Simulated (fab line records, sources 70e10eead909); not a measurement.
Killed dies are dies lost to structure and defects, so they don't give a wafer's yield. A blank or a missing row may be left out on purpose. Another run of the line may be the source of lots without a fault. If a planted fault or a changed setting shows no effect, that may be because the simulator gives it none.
Struck lot and sound lot, side by side -- flow nand_harc -- 15 steps out of a route of 1302
Sound: the wafers L892.1, L892.2, L892.3. Wafers struck: L910.2, L910.3, L910.6. At the end, the cause is stated.
Each step with rows lists, per side, the tool, then ch with its chambers, then its first start. Under that, the readings that differ: sound wafers -- struck wafers -- difference of the means -- sigmas: that difference in standard deviations of wafers without a fault.
alike: same words and numbers on both sides, and readings whose means sit less than 2 such deviations apart. not compared: any withheld reading, any reading some wafer has no value for, any bound like >300 that may hide the same value, and any number with overlapping values for which the record gives no deviation.
A row with sigmas, a row that says differs or no value, or rows on one side alone: a step with any of these is where the two part. When numbers do not overlap yet have no deviation, they are printed without sigmas and do not part them. Lack of a reading on every wafer of one side parts them only where that side has two or more wafers.

first, 4 steps without rows for these wafers: NHARC_P_BONDPAD_EBR_05; NHARC_P_BONDPAD_EXPOSE_06 (exposes mask P BPAD); NHARC_P_BONDPAD_PEB_07 (peb time 80 s); NHARC_P_BONDPAD_DEVELOP_08 (time 50 s).
NHARC_P_BONDPAD_CD_MEAS_09: the cd target is 500 nm.
  sound on cd_sem-02 ch 0, day 8 01:35; struck on cd_sem-02 ch 0, day 15 14:16
  alike: cd_nm
NHARC_P_BONDPAD_OVL_MEAS_38:
  sound on overlay-01 at day 8 01:40; struck on overlay-01 at day 15 14:21
  alike: overlay_x_nm, overlay_y_nm
then, 1 step without rows for these wafers: NHARC_P_BONDPAD_HARDBAKE_10 (time 65 s).
NHARC_P_BONDPAD_DESCUM_11: chemistry O2, time 3 s.
  sound on rie_diel-03 ch 0,2,3, day 8 01:48; struck on rie_diel-03 ch 0,2,3, day 15 14:29
  alike: drypump_motor_current_A, oes_product_au, rf_vpp_V, showerhead_plenum_p_Torr, throttle_valve_pct
  not compared: rf_hours_counter_h
NHARC_P_BONDPAD_ETCH_37: etches the open film in N2/H2, target depth 60 nm, overetch 18 nm, time 65.91 s.
  sound on rie_diel-03 ch 0,2,3, day 8 01:53; struck on rie_diel-03 ch 2,3, day 15 14:34
  alike: drypump_motor_current_A, n2_flow_sccm, oes_product_au, rf_vpp_V, run_length_s, showerhead_plenum_p_Torr, throttle_valve_pct
  not compared: rf_hours_counter_h
NHARC_P_BONDPAD_ETCH_12: etches the open film in CHF3/O2, target depth 200 nm, time 100 s.
  sound: rie_diel-03 ch 1,2,3; struck: rie_diel-03 ch 0,2,3
  alike: drypump_motor_current_A, oes_product_au, rf_vpp_V, run_length_s, showerhead_plenum_p_Torr, throttle_valve_pct
  not compared: rf_hours_counter_h
NHARC_P_BONDPAD_CD_MEAS_13:
  sound on cd_sem-01 at day 8 02:07; struck on cd_sem-02 at day 15 14:47
  alike: cd_nm
NHARC_P_BONDPAD_STRIP_15: strips in O2.
  sound on rie_diel-03 ch 0,2,3, day 8 02:11; struck on rie_diel-03 ch 0,2, day 15 14:53
  alike: drypump_motor_current_A, oes_product_au, rf_vpp_V, showerhead_plenum_p_Torr, throttle_valve_pct
  not compared: rf_hours_counter_h
NHARC_P_BONDPAD_ETCH_24: etches the open film in CF4/N2, target depth 30 nm, time 72.99 s.
  sound on rie_diel-03 ch 1,2,3, day 8 02:20; struck on rie_diel-03 ch 0,1,2, day 15 15:01
reading,sound,struck,difference,sigmas
run_length_s (s),94.8 94.5 95.1,61.6 62.0 62.4,-32.8,-76
  alike: drypump_motor_current_A, n2_flow_sccm, oes_product_au, rf_vpp_V, showerhead_plenum_p_Torr, throttle_valve_pct
  not compared: rf_hours_counter_h
then, 1 step without rows for these wafers: NHARC_P_BONDPAD_STRIP_16 (strips in post etch residue remover, time 600 s).
-- the record jumps here: 18 days lie between the struck wafers' starts before and after (it left off in module P_BONDPAD and takes up again in module END, whose first step shown is number 1302 of the route) --
NHARC_END_SORT_01:
  sound on prober-01 ch 0, day 25 15:11; struck on prober-01 ch 0, day 33 04:47
reading,sound,struck,difference,sigmas
hold,- - -,await_dispo/3.1h/scrap await_dispo/3.1h/scrap await_dispo/3.1h/scrap,no value on the sound wafers,
defect_limited_yield (%),88.0 88.8 86.7,0 0 0,-88,-34
killed_at_array,80 74 83,50 39 38,-37,-2
killed_at_other,0 0 1,6 7 3,+5,+4
killed_at_periphery,1 2 6,621 631 636,+626,+99 or more
killed_dies,81 76 90,677 677 677,+595,+33
  alike: killed_open, killed_short

WHERE THEY PART
Last at NHARC_END_SORT_01 as far as this record goes, first at NHARC_P_BONDPAD_ETCH_24.

WHY: the cause the simulator had injected
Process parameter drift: rie_diel-03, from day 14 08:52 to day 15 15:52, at NHARC_P_BONDPAD_ETCH_24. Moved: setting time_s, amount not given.
